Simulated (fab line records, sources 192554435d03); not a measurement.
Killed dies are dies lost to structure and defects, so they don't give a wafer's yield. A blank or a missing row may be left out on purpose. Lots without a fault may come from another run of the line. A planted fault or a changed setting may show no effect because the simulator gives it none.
A struck lot beside a sound one | flow n5_finfet | 37 steps out of a route of 1938
Sound: wafers L864.1, L864.2, L864.5. Struck: wafers L850.1, L850.2, L850.6. The cause comes at the end.
At each step with rows: each side's tool, then ch and its chambers, then its first start. Under that, the readings that differ: sound wafers | struck wafers | difference of the means | sigmas: that difference in standard deviations of wafers without a fault.
alike: readings whose means differ by less than 2 such deviations, and words and numbers that are the same on both sides. not compared: withheld readings, readings that some wafer has no value for, bounds like >300 that may hide the same value, and numbers for which the record gives no deviation and whose values overlap.
The two part at a step that has a row with sigmas, a row that says differs or no value, or rows on one side only. Numbers that don't overlap but have no deviation are shown without sigmas and don't part them. A reading that every wafer of one side lacks parts them only if that side has two wafers or more.

first, 9 steps without rows for these wafers: N5_BEOL_M4_ANNEAL_95 (time 240 s); N5_BEOL_M4_SPUTTER_96 (material Cu, target thk 4.5 nm, time 8.29 s); N5_BEOL_M4_ECD_50 (material Cu, target thk 300 nm); N5_BEOL_M4_ANNEAL_51 (time 90 s); N5_BEOL_M4_CMP_52 (polishes, stops on SiOC, t overpolish 6.8 s, target thk 40 nm); N5_BEOL_M4_PRE_CLEAN_60 (time 15 s); N5_BEOL_M4_CO_CAP_55 (material Co, precursor CCTBA/H2, target thk 2 nm, time 102.1 s); N5_BEOL_M4_PRE_CLEAN_56 (time 15 s); N5_BEOL_M4_DEP_57 (deposits SiCN from 3MS/NH3, target thk 8 nm, time 14 s).
N5_BEOL_M4_RC_MEAS_101:
  sound on prober-01 ch 0, day 12 22:38; struck on prober-02 ch 0, day 9 09:56
  alike: DIBL_N, DIBL_P, IOFF_N, IOFF_P, ION_N, ION_P, SS_N, SS_P, VT_N, VT_P
then, 24 steps without rows for these wafers: N5_BEOL_M5_ILD_DEP_00 (deposits SiCOH lowk from DEMS/porogen, target thk 140.64 nm, time 25.9 s); N5_BEOL_M5_CURE_79 (cures SiCOH lowk, time 240 s); N5_BEOL_M5_PECVD_70 (deposits SiO2 from TEOS/O2, target thk 16 nm, time 18 s); N5_BEOL_M5_HM_DEP_02 (deposits TiN, target thk 20 nm); N5_BEOL_M5_COAT_59 (time 60 s, resist thk 60 nm); N5_BEOL_M5_COAT_60 (time 60 s, resist thk 12 nm); N5_BEOL_M5_COAT_71 (time 60 s, resist thk 5 nm); N5_BEOL_M5_COAT_05 (resist thk 30 nm); N5_BEOL_M5_EBR_07; N5_BEOL_M5_SOFTBAKE_06 (time 60 s); N5_BEOL_M5_EXPOSE_08 (exposes mask M5, target cd 28 nm); N5_BEOL_M5_PEB_09 (peb time 60 s); N5_BEOL_M5_DEVELOP_10 (develop time 30 s); N5_BEOL_M5_DESCUM_16 (chemistry O2, time 7 s); N5_BEOL_M5_ETCH_72 (etches underlayer in N2/H2, target depth 6.5 nm, time 5.2 s); N5_BEOL_M5_ETCH_61 (etches SiARC in CF4, target depth 15.6 nm, time 26 s); N5_BEOL_M5_ETCH_62 (etches SOC in N2/H2, target depth 75 nm, overetch 15 nm, time 112.5 s); N5_BEOL_M5_STRIP_63 (strips in N2/H2); N5_BEOL_M5_STRIP_73 (strips in N2/H2); N5_BEOL_M5_STRIP_64 (strips in CF4); N5_BEOL_M5_HM_OPEN_17 (chemistry Cl2/BCl3, target TiN, target depth 20 nm, overetch 6 nm); N5_BEOL_M5_STRIP_19 (strips in O2); N5_BEOL_M5_COAT_65 (time 60 s, resist thk 60 nm); N5_BEOL_M5_COAT_66 (time 60 s, resist thk 12 nm).
N5_BEOL_M6_ILD_DEP_00: deposits SiCOH lowk from DEMS/porogen, target thk 179.75 nm, time 33.4 s.
  sound on pecvd-04 ch 0,1, day 13 14:34; struck on pecvd-04 ch 0,2, day 9 22:23
  no value came back on the struck wafers for any of 5 readings (chamber_pressure_Torr (Torr), heater_power_outer_w (W) and others); on the sound wafers chamber_pressure_Torr (Torr) reads 5.007 4.999 4.998
N5_BEOL_M6_OCD_MEAS_38:
  sound on ocd-01, day 13 18:56; struck on ocd-01, day 10 03:16
  reading              | sound          | struck | difference                    | sigmas
  trench_depth_nm (nm) | 97.0 92.2 92.3 | - - -  | no value on the struck wafers |
-- the record jumps here: 4 days lie between the struck wafers' starts before and after (it left off in module BEOL_M6 and takes up again in module PASSIVATION, whose first step shown is number 1936 of the route) --
N5_PASSIVATION_PROBE_49:
  sound on prober-02, day 17 14:58; struck on prober-01, day 14 10:30
  reading                  | sound     | struck         | difference | sigmas
  defect_limited_yield (%) | 92.9 93.6 | 0 0 0          | -93        | -62
  killed_at_M0_to_M3       | 34 30     | 5 5 8          | -26        | -3
  killed_at_M4_up          | 9 6       | 1167 1164 1160 | +1156      | +99 or more
  killed_at_contacts       | 15 13     | 1 2 1          | -13        | -2
  killed_dies              | 84 75     | 1180 1180 1180 | +1100      | +61
  killed_on_rim            | 8 16      | 152 152 152    | +140       | +39
  killed_open              | 56 52     | 11 11 16       | -41        | -3
  killed_short             | 28 23     | 4 5 7          | -20        | -3
  sort_bin_5_function (%)  | 3.6 4.1   | 71.6 72.7 72.6 | +68.5      | +75
  sort_n_pass              | 1096 1105 | 0 0 0          | -1100      | -61
  sort_yield_pct (%)       | 92.9 93.6 | 0 0 0          | -93        | -62
  alike: killed_at_front_end, killed_at_other, sort_bin_6_memory

WHERE THEY PART
First at N5_BEOL_M6_ILD_DEP_00; last, within this record, at N5_PASSIVATION_PROBE_49.

WHY: what the simulator had put in
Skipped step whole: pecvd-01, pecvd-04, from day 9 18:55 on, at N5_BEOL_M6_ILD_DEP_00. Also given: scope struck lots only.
